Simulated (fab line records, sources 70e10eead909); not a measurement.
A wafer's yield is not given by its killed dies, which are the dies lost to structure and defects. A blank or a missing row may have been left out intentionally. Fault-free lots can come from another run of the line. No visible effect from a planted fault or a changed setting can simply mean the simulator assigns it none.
Which tool did it? / flow nand harc / 24 lots, 72 wafers sampled, at 5 steps of a route of 1159

WHAT EACH GAUGE READ, for each wafer
NHARC_P_M2_INSPECT_11. Usual: raw defect count reads 4.4 (standard deviation 2.2).
lot=L074; measured=day 5 22:40; on=defect inspect-02; raw defect count=4 2 6; flag=
lot=L076; measured=day 6 21:01; on=defect inspect-02; raw defect count=5 3 1; flag=
lot=L075; measured=day 6 21:55; on=defect inspect-01; raw defect count=4 3 4; flag=
lot=L078; measured=day 6 23:26; on=defect inspect-01; raw defect count=10 6 8; flag=
lot=L077; measured=day 7 03:20; on=defect inspect-01; raw defect count=4 2 6; flag=
lot=L079; measured=day 7 11:20; on=defect inspect-02; raw defect count=0 4 6; flag=
lot=L080; measured=day 7 18:05; on=defect inspect-02; raw defect count=1 2 2; flag=
lot=L081; measured=day 8 00:33; on=defect inspect-02; raw defect count=5 6 7; flag=
lot=L082; measured=day 8 03:43; on=defect inspect-01; raw defect count=7 5 7; flag=
lot=L083; measured=day 8 05:20; on=defect inspect-01; raw defect count=2 8 3; flag=
lot=L084; measured=day 8 08:49; on=defect inspect-02; raw defect count=4 6 6; flag=
lot=L088; measured=day 9 10:06; on=defect inspect-01; raw defect count=1 1 5; flag=
lot=L085; measured=day 9 10:48; on=defect inspect-02; raw defect count=6 6 6; flag=
lot=L086; measured=day 9 11:22; on=defect inspect-01; raw defect count=3 3 5; flag=
lot=L087; measured=day 9 13:07; on=defect inspect-02; raw defect count=2 3 5; flag=
lot=L089; measured=day 10 04:46; on=defect inspect-01; raw defect count=7 6 9; flag=
lot=L090; measured=day 10 05:31; on=defect inspect-01; raw defect count=2 5 7; flag=
lot=L091; measured=day 10 08:43; on=defect inspect-02; raw defect count=2 1 1; flag=
lot=L093; measured=day 10 19:50; on=defect inspect-02; raw defect count=4 2 4; flag=
lot=L092; measured=day 10 20:31; on=defect inspect-02; raw defect count=5 5 2; flag=
lot=L095; measured=day 11 07:26; on=defect inspect-02; raw defect count=5 4 1; flag=
lot=L094; measured=day 11 08:36; on=defect inspect-02; raw defect count=6 4 0; flag=
lot=L096; measured=day 12 01:34; on=defect inspect-01; raw defect count=9 7 5; flag=
lot=L097; measured=day 12 02:17; on=defect inspect-02; raw defect count=3 6 9; flag=

NHARC_A_START_INSPECT_01. Usual: raw defect count reads 3.2 (standard deviation 1.8).
lot=L074; measured=day 6 06:54; on=defect inspect-01; raw defect count=1 6 4; flag=
lot=L076; measured=day 7 04:52; on=defect inspect-01; raw defect count=0 0 5; flag=
lot=L075; measured=day 7 05:47; on=defect inspect-02; raw defect count=3 0 1; flag=
lot=L078; measured=day 7 07:32; on=defect inspect-01; raw defect count=0 4 2; flag=
lot=L077; measured=day 7 11:05; on=defect inspect-02; raw defect count=2 2 3; flag=
lot=L079; measured=day 7 19:29; on=defect inspect-02; raw defect count=3 1 2; flag=
lot=L080; measured=day 8 02:01; on=defect inspect-02; raw defect count=6 3 2; flag=
lot=L081; measured=day 8 08:37; on=defect inspect-02; raw defect count=3 3 5; flag=
lot=L082; measured=day 8 11:56; on=defect inspect-02; raw defect count=5 6 7; flag=
lot=L083; measured=day 8 13:27; on=defect inspect-01; raw defect count=4 1 2; flag=
lot=L084; measured=day 8 16:43; on=defect inspect-01; raw defect count=0 5 4; flag=
lot=L088; measured=day 9 17:45; on=defect inspect-01; raw defect count=4 3 6; flag=
lot=L085; measured=day 9 18:23; on=defect inspect-02; raw defect count=3 1 6; flag=
lot=L086; measured=day 9 19:32; on=defect inspect-01; raw defect count=7 1 1; flag=
lot=L087; measured=day 9 20:42; on=defect inspect-01; raw defect count=3 6 7; flag=
lot=L089; measured=day 10 12:33; on=defect inspect-01; raw defect count=3 5 4; flag=
lot=L090; measured=day 10 13:17; on=defect inspect-01; raw defect count=3 4 2; flag=
lot=L091; measured=day 10 16:31; on=defect inspect-01; raw defect count=2 3 3; flag=
lot=L093; measured=day 11 03:34; on=defect inspect-02; raw defect count=2 4 5; flag=
lot=L092; measured=day 11 04:21; on=defect inspect-01; raw defect count=4 3 3; flag=
lot=L095; measured=day 11 15:16; on=defect inspect-02; raw defect count=3 5 0; flag=
lot=L094; measured=day 11 16:23; on=defect inspect-01; raw defect count=2 0 5; flag=
lot=L096; measured=day 12 09:29; on=defect inspect-02; raw defect count=3 4 2; flag=
lot=L097; measured=day 12 10:01; on=defect inspect-01; raw defect count=3 3 3; flag=

EACH LOT AND THE TOOL THAT RAN IT (in order: tool; ch and the chambers of the sampled wafers; start)
lot=L074; NHARC_P_M1_PRE_CLEAN_30=pvd sputter-01, day 5 22:40 or earlier; NHARC_P_M2_ETCH_35=rie diel-09 ch 0,1,2, day 5 22:51; NHARC_P_M2_PVD_21=pvd sputter-02, day 6 06:54 or earlier
lot=L076; NHARC_P_M1_PRE_CLEAN_30=pvd sputter-02, day 6 21:01 or earlier; NHARC_P_M2_ETCH_35=rie diel-09 ch 1,2,3, day 6 21:13; NHARC_P_M2_PVD_21=pvd sputter-03, day 7 04:52 or earlier
lot=L075; NHARC_P_M1_PRE_CLEAN_30=pvd sputter-03, day 6 21:55 or earlier; NHARC_P_M2_ETCH_35=rie diel-09 ch 1,2, day 6 22:04; NHARC_P_M2_PVD_21=pvd sputter-01, day 7 05:47 or earlier
lot=L078; NHARC_P_M1_PRE_CLEAN_30=pvd sputter-02, day 6 23:26 or earlier; NHARC_P_M2_ETCH_35=rie diel-09 ch 1,2,3, day 6 23:37; NHARC_P_M2_PVD_21=pvd sputter-02, day 7 07:32 or earlier
lot=L077; NHARC_P_M1_PRE_CLEAN_30=pvd sputter-03, day 7 03:20 or earlier; NHARC_P_M2_ETCH_35=rie diel-09 ch 1,2,3, day 7 03:30; NHARC_P_M2_PVD_21=pvd sputter-02, day 7 11:05 or earlier
lot=L079; NHARC_P_M1_PRE_CLEAN_30=pvd sputter-02, day 7 11:20 or earlier; NHARC_P_M2_ETCH_35=rie diel-04 ch 2,3, day 7 11:29; NHARC_P_M2_PVD_21=pvd sputter-03, day 7 19:29 or earlier
lot=L080; NHARC_P_M1_PRE_CLEAN_30=pvd sputter-02, day 7 18:05 or earlier; NHARC_P_M2_ETCH_35=rie diel-07 ch 1,3, day 7 18:31; NHARC_P_M2_PVD_21=pvd sputter-03, day 8 02:01 or earlier
lot=L081; NHARC_P_M1_PRE_CLEAN_30=pvd sputter-02, day 8 00:33 or earlier; NHARC_P_M2_ETCH_35=rie diel-09 ch 0,2,3, day 8 00:43; NHARC_P_M2_PVD_21=pvd sputter-03, day 8 08:37 or earlier
lot=L082; NHARC_P_M1_PRE_CLEAN_30=pvd sputter-01, day 8 03:43 or earlier; NHARC_P_M2_ETCH_35=rie diel-09 ch 1,2, day 8 03:52; NHARC_P_M2_PVD_21=pvd sputter-03, day 8 11:56 or earlier
lot=L083; NHARC_P_M1_PRE_CLEAN_30=pvd sputter-02, day 8 05:20 or earlier; NHARC_P_M2_ETCH_35=rie diel-09 ch 2,3, day 8 05:32; NHARC_P_M2_PVD_21=pvd sputter-02, day 8 13:27 or earlier
lot=L084; NHARC_P_M1_PRE_CLEAN_30=pvd sputter-02, day 8 08:49 or earlier; NHARC_P_M2_ETCH_35=rie diel-09 ch 2,3, day 8 08:59; NHARC_P_M2_PVD_21=pvd sputter-02, day 8 16:43 or earlier
lot=L088; NHARC_P_M1_PRE_CLEAN_30=pvd sputter-03, day 9 10:06 or earlier; NHARC_P_M2_ETCH_35=rie diel-09 ch 0,2,3, day 9 10:16; NHARC_P_M2_PVD_21=pvd sputter-02, day 9 17:45 or earlier
lot=L085; NHARC_P_M1_PRE_CLEAN_30=pvd sputter-02, day 9 10:48 or earlier; NHARC_P_M2_ETCH_35=rie diel-04 ch 0,1,3, day 9 10:57; NHARC_P_M2_PVD_21=pvd sputter-03, day 9 18:23 or earlier
lot=L086; NHARC_P_M1_PRE_CLEAN_30=pvd sputter-01, day 9 11:22 or earlier; NHARC_P_M2_ETCH_35=rie diel-09 ch 1,2, day 9 11:31; NHARC_P_M2_PVD_21=pvd sputter-01, day 9 19:32 or earlier
lot=L087; NHARC_P_M1_PRE_CLEAN_30=pvd sputter-03, day 9 13:07 or earlier; NHARC_P_M2_ETCH_35=rie diel-09 ch 1,2, day 9 13:16; NHARC_P_M2_PVD_21=pvd sputter-01, day 9 20:42 or earlier
lot=L089; NHARC_P_M1_PRE_CLEAN_30=pvd sputter-03, day 10 04:46 or earlier; NHARC_P_M2_ETCH_35=rie diel-07 ch 1,2,3, day 10 04:55; NHARC_P_M2_PVD_21=pvd sputter-01, day 10 12:33 or earlier
lot=L090; NHARC_P_M1_PRE_CLEAN_30=pvd sputter-01, day 10 05:31 or earlier; NHARC_P_M2_ETCH_35=rie diel-04 ch 0,1,3, day 10 05:45; NHARC_P_M2_PVD_21=pvd sputter-01, day 10 13:17 or earlier
lot=L091; NHARC_P_M1_PRE_CLEAN_30=pvd sputter-03, day 10 08:43 or earlier; NHARC_P_M2_ETCH_35=rie diel-09 ch 0,1,3, day 10 08:53; NHARC_P_M2_PVD_21=pvd sputter-01, day 10 16:31 or earlier
lot=L093; NHARC_P_M1_PRE_CLEAN_30=pvd sputter-03, day 10 19:50 or earlier; NHARC_P_M2_ETCH_35=rie diel-09 ch 0,2,3, day 10 19:58; NHARC_P_M2_PVD_21=pvd sputter-03, day 11 03:34 or earlier
lot=L092; NHARC_P_M1_PRE_CLEAN_30=pvd sputter-02, day 10 20:31 or earlier; NHARC_P_M2_ETCH_35=rie diel-04 ch 0,3, day 10 20:39; NHARC_P_M2_PVD_21=pvd sputter-01, day 11 04:21 or earlier
lot=L095; NHARC_P_M1_PRE_CLEAN_30=pvd sputter-01, day 11 07:26 or earlier; NHARC_P_M2_ETCH_35=rie diel-07 ch 1,3, day 11 07:35; NHARC_P_M2_PVD_21=pvd sputter-03, day 11 15:16 or earlier
lot=L094; NHARC_P_M1_PRE_CLEAN_30=pvd sputter-03, day 11 08:36 or earlier; NHARC_P_M2_ETCH_35=rie diel-09 ch 2,3, day 11 08:46; NHARC_P_M2_PVD_21=pvd sputter-01, day 11 16:23 or earlier
lot=L096; NHARC_P_M1_PRE_CLEAN_30=pvd sputter-02, day 12 01:34 or earlier; NHARC_P_M2_ETCH_35=rie diel-09 ch 1,2,3, day 12 01:43; NHARC_P_M2_PVD_21=pvd sputter-01, day 12 09:29 or earlier
lot=L097; NHARC_P_M1_PRE_CLEAN_30=pvd sputter-01, day 12 02:17 or earlier; NHARC_P_M2_ETCH_35=rie diel-04 ch 0,2,3, day 12 02:26; NHARC_P_M2_PVD_21=pvd sputter-01, day 12 10:01 or earlier
- NHARC_P_M1_PRE_CLEAN_30: time 30 s.
- NHARC_P_M2_ETCH_35: etches the open film in N2/H2, target depth 40 nm, overetch 12 nm, time 43.94 s.
- NHARC_P_M2_PVD_21: deposits Cu, target thk 30 nm, time 20.49 s.

AS READ BY THE TOOLS THEMSELVES (means over the sampled wafers that have a number; for cases with no such wafer, the mark the record gives instead)
NHARC_P_M1_PRE_CLEAN_30. Usual: heater power w reads 422 W (standard deviation 35).
lot=L074; tool=pvd sputter-01; heater power w (W)=396; flag=
lot=L076; tool=pvd sputter-02; heater power w (W)=411; flag=
lot=L075; tool=pvd sputter-03; heater power w (W)=462; flag=
lot=L078; tool=pvd sputter-02; heater power w (W)=408; flag=
lot=L077; tool=pvd sputter-03; heater power w (W)=460; flag=
lot=L079; tool=pvd sputter-02; heater power w (W)=391; flag=
lot=L080; tool=pvd sputter-02; heater power w (W)=426; flag=
lot=L081; tool=pvd sputter-02; heater power w (W)=400; flag=
lot=L082; tool=pvd sputter-01; heater power w (W)=398; flag=
lot=L083; tool=pvd sputter-02; heater power w (W)=410; flag=
lot=L084; tool=pvd sputter-02; heater power w (W)=391; flag=
lot=L088; tool=pvd sputter-03; heater power w (W)=462; flag=
lot=L085; tool=pvd sputter-02; heater power w (W)=401; flag=
lot=L086; tool=pvd sputter-01; heater power w (W)=393; flag=
lot=L087; tool=pvd sputter-03; heater power w (W)=467; flag=
lot=L089; tool=pvd sputter-03; heater power w (W)=457; flag=
lot=L090; tool=pvd sputter-01; heater power w (W)=387; flag=
lot=L091; tool=pvd sputter-03; heater power w (W)=457; flag=
lot=L093; tool=pvd sputter-03; heater power w (W)=459; flag=
lot=L092; tool=pvd sputter-02; heater power w (W)=394; flag=
lot=L095; tool=pvd sputter-01; heater power w (W)=381; flag=
lot=L094; tool=pvd sputter-03; heater power w (W)=475; flag=
lot=L096; tool=pvd sputter-02; heater power w (W)=422; flag=
lot=L097; tool=pvd sputter-01; heater power w (W)=375; flag=

NHARC_P_M2_ETCH_35. Usual: drypump motor current A 5.7 A, standard deviation 0.47; oes product au 1.006 a.u., standard deviation 0.017; rf vpp V 428.8 V, standard deviation 2.3; showerhead plenum p Torr 1.98 Torr, standard deviation 0.078; throttle valve pct 14.171 %, standard deviation 0.0091.
lot=L074; tool=rie diel-09; drypump motor current A (A)=5.7; oes product au (a.u.)=0.994; rf vpp V (V)=426.9; showerhead plenum p Torr (Torr)=1.93; throttle valve pct (%)=14.179; flag=
lot=L076; tool=rie diel-09; drypump motor current A (A)=5.9; oes product au (a.u.)=1.009; rf vpp V (V)=427.0; showerhead plenum p Torr (Torr)=1.93; throttle valve pct (%)=14.163; flag=
lot=L075; tool=rie diel-09; drypump motor current A (A)=5.8; oes product au (a.u.)=1.008; rf vpp V (V)=427.2; showerhead plenum p Torr (Torr)=1.91; throttle valve pct (%)=14.174; flag=
lot=L078; tool=rie diel-09; drypump motor current A (A)=5.9; oes product au (a.u.)=1.008; rf vpp V (V)=427.5; showerhead plenum p Torr (Torr)=1.93; throttle valve pct (%)=14.165; flag=
lot=L077; tool=rie diel-09; drypump motor current A (A)=5.9; oes product au (a.u.)=1.016; rf vpp V (V)=427.9; showerhead plenum p Torr (Torr)=1.93; throttle valve pct (%)=14.169; flag=
lot=L079; tool=rie diel-04; drypump motor current A (A)=5.5; oes product au (a.u.)=1.004; rf vpp V (V)=433.6; showerhead plenum p Torr (Torr)=2.14; throttle valve pct (%)=14.166; flag=
lot=L080; tool=rie diel-07; drypump motor current A (A)=5.0; oes product au (a.u.)=1.007; rf vpp V (V)=431.4; showerhead plenum p Torr (Torr)=2.09; throttle valve pct (%)=14.169; flag=
lot=L081; tool=rie diel-09; drypump motor current A (A)=5.5; oes product au (a.u.)=0.997; rf vpp V (V)=427.6; showerhead plenum p Torr (Torr)=1.95; throttle valve pct (%)=14.176; flag=
lot=L082; tool=rie diel-09; drypump motor current A (A)=5.8; oes product au (a.u.)=1.004; rf vpp V (V)=426.3; showerhead plenum p Torr (Torr)=1.91; throttle valve pct (%)=14.164; flag=
lot=L083; tool=rie diel-09; drypump motor current A (A)=5.7; oes product au (a.u.)=1.016; rf vpp V (V)=429.0; showerhead plenum p Torr (Torr)=1.96; throttle valve pct (%)=14.171; flag=
lot=L084; tool=rie diel-09; drypump motor current A (A)=5.6; oes product au (a.u.)=1.013; rf vpp V (V)=428.3; showerhead plenum p Torr (Torr)=1.96; throttle valve pct (%)=14.163; flag=
lot=L088; tool=rie diel-09; drypump motor current A (A)=5.5; oes product au (a.u.)=0.987; rf vpp V (V)=428.5; showerhead plenum p Torr (Torr)=1.95; throttle valve pct (%)=14.168; flag=
lot=L085; tool=rie diel-04; drypump motor current A (A)=5.5; oes product au (a.u.)=1.007; rf vpp V (V)=430.8; showerhead plenum p Torr (Torr)=2.07; throttle valve pct (%)=14.170; flag=
lot=L086; tool=rie diel-09; drypump motor current A (A)=5.8; oes product au (a.u.)=1.000; rf vpp V (V)=427.0; showerhead plenum p Torr (Torr)=1.91; throttle valve pct (%)=14.174; flag=
lot=L087; tool=rie diel-09; drypump motor current A (A)=6.1; oes product au (a.u.)=1.019; rf vpp V (V)=426.6; showerhead plenum p Torr (Torr)=1.90; throttle valve pct (%)=14.176; flag=
lot=L089; tool=rie diel-07; drypump motor current A (A)=5.5; oes product au (a.u.)=1.008; rf vpp V (V)=430.8; showerhead plenum p Torr (Torr)=2.06; throttle valve pct (%)=14.173; flag=
lot=L090; tool=rie diel-04; drypump motor current A (A)=5.5; oes product au (a.u.)=1.009; rf vpp V (V)=431.2; showerhead plenum p Torr (Torr)=2.07; throttle valve pct (%)=14.173; flag=
lot=L091; tool=rie diel-09; drypump motor current A (A)=5.8; oes product au (a.u.)=1.000; rf vpp V (V)=428.1; showerhead plenum p Torr (Torr)=1.95; throttle valve pct (%)=14.171; flag=
lot=L093; tool=rie diel-09; drypump motor current A (A)=5.5; oes product au (a.u.)=0.995; rf vpp V (V)=428.3; showerhead plenum p Torr (Torr)=1.95; throttle valve pct (%)=14.169; flag=
lot=L092; tool=rie diel-04; drypump motor current A (A)=5.6; oes product au (a.u.)=1.019; rf vpp V (V)=431.0; showerhead plenum p Torr (Torr)=2.11; throttle valve pct (%)=14.176; flag=
lot=L095; tool=rie diel-07; drypump motor current A (A)=5.0; oes product au (a.u.)=0.992; rf vpp V (V)=431.5; showerhead plenum p Torr (Torr)=2.08; throttle valve pct (%)=14.174; flag=
lot=L094; tool=rie diel-09; drypump motor current A (A)=5.6; oes product au (a.u.)=1.015; rf vpp V (V)=427.7; showerhead plenum p Torr (Torr)=1.93; throttle valve pct (%)=14.170; flag=
lot=L096; tool=rie diel-09; drypump motor current A (A)=5.9; oes product au (a.u.)=1.019; rf vpp V (V)=427.1; showerhead plenum p Torr (Torr)=1.93; throttle valve pct (%)=14.173; flag=
lot=L097; tool=rie diel-04; drypump motor current A (A)=5.7; oes product au (a.u.)=1.015; rf vpp V (V)=432.3; showerhead plenum p Torr (Torr)=2.09; throttle valve pct (%)=14.157; flag=

NHARC_P_M2_PVD_21. Usual: cathode dc power W 5000.0 W, standard deviation 0.96; substrate temp c 29.99 C, standard deviation 0.11; throttle valve pct 30.3 %, standard deviation 0.79.
lot=L074; tool=pvd sputter-02; cathode dc power W (W)=5000.2; substrate temp c (C)=30.05; throttle valve pct (%)=30.2; flag=
lot=L076; tool=pvd sputter-03; cathode dc power W (W)=4999.9; substrate temp c (C)=30.00; throttle valve pct (%)=30.9; flag=
lot=L075; tool=pvd sputter-01; cathode dc power W (W)=5000.9; substrate temp c (C)=29.93; throttle valve pct (%)=30.4; flag=
lot=L078; tool=pvd sputter-02; cathode dc power W (W)=5000.3; substrate temp c (C)=29.98; throttle valve pct (%)=30.5; flag=
lot=L077; tool=pvd sputter-02; cathode dc power W (W)=4999.6; substrate temp c (C)=29.97; throttle valve pct (%)=30.8; flag=
lot=L079; tool=pvd sputter-03; cathode dc power W (W)=4999.0; substrate temp c (C)=30.03; throttle valve pct (%)=30.5; flag=
lot=L080; tool=pvd sputter-03; cathode dc power W (W)=4999.8; substrate temp c (C)=30.05; throttle valve pct (%)=30.1; flag=
lot=L081; tool=pvd sputter-03; cathode dc power W (W)=5000.7; substrate temp c (C)=29.96; throttle valve pct (%)=29.9; flag=
lot=L082; tool=pvd sputter-03; cathode dc power W (W)=4999.4; substrate temp c (C)=30.04; throttle valve pct (%)=31.1; flag=
lot=L083; tool=pvd sputter-02; cathode dc power W (W)=4999.7; substrate temp c (C)=30.09; throttle valve pct (%)=30.3; flag=
lot=L084; tool=pvd sputter-02; cathode dc power W (W)=4999.8; substrate temp c (C)=30.06; throttle valve pct (%)=30.1; flag=
lot=L088; tool=pvd sputter-02; cathode dc power W (W)=5001.5; substrate temp c (C)=30.00; throttle valve pct (%)=30.7; flag=
lot=L085; tool=pvd sputter-03; cathode dc power W (W)=5000.3; substrate temp c (C)=29.96; throttle valve pct (%)=30.0; flag=
lot=L086; tool=pvd sputter-01; cathode dc power W (W)=4999.3; substrate temp c (C)=30.03; throttle valve pct (%)=30.1; flag=
lot=L087; tool=pvd sputter-01; cathode dc power W (W)=4999.4; substrate temp c (C)=29.86; throttle valve pct (%)=30.2; flag=
lot=L089; tool=pvd sputter-01; cathode dc power W (W)=5000.2; substrate temp c (C)=29.92; throttle valve pct (%)=30.1; flag=
lot=L090; tool=pvd sputter-01; cathode dc power W (W)=5000.0; substrate temp c (C)=29.95; throttle valve pct (%)=30.3; flag=
lot=L091; tool=pvd sputter-01; cathode dc power W (W)=4998.8; substrate temp c (C)=29.97; throttle valve pct (%)=30.7; flag=
lot=L093; tool=pvd sputter-03; cathode dc power W (W)=5000.2; substrate temp c (C)=30.00; throttle valve pct (%)=29.9; flag=
lot=L092; tool=pvd sputter-01; cathode dc power W (W)=4999.9; substrate temp c (C)=30.02; throttle valve pct (%)=29.8; flag=
lot=L095; tool=pvd sputter-03; cathode dc power W (W)=4999.0; substrate temp c (C)=30.01; throttle valve pct (%)=29.8; flag=
lot=L094; tool=pvd sputter-01; cathode dc power W (W)=4999.8; substrate temp c (C)=29.95; throttle valve pct (%)=30.1; flag=
lot=L096; tool=pvd sputter-01; cathode dc power W (W)=5000.1; substrate temp c (C)=29.92; throttle valve pct (%)=30.4; flag=
lot=L097; tool=pvd sputter-01; cathode dc power W (W)=5000.0; substrate temp c (C)=29.96; throttle valve pct (%)=29.6; flag=

THE ANSWER, worked out from the rows above alone
Rule: take the mean of a lot's wafers that have a number; if it is more than 3 standard deviations from the usual mean, the lot is off. A lot without any number at a reading at which 4 lots or more have one is off too. The other lots that the step has rows for count as sound. The gauges are gone through in route order, then the tools' own readings, and for those a lot's mean is taken as printed above. The first step at which some lot is off is used, and at that step the reading that is off furthest; a lot without a number counts as furthest.
None of the lots is off at any reading shown; this tells nothing.

WHAT THE SIMULATOR PUT IN
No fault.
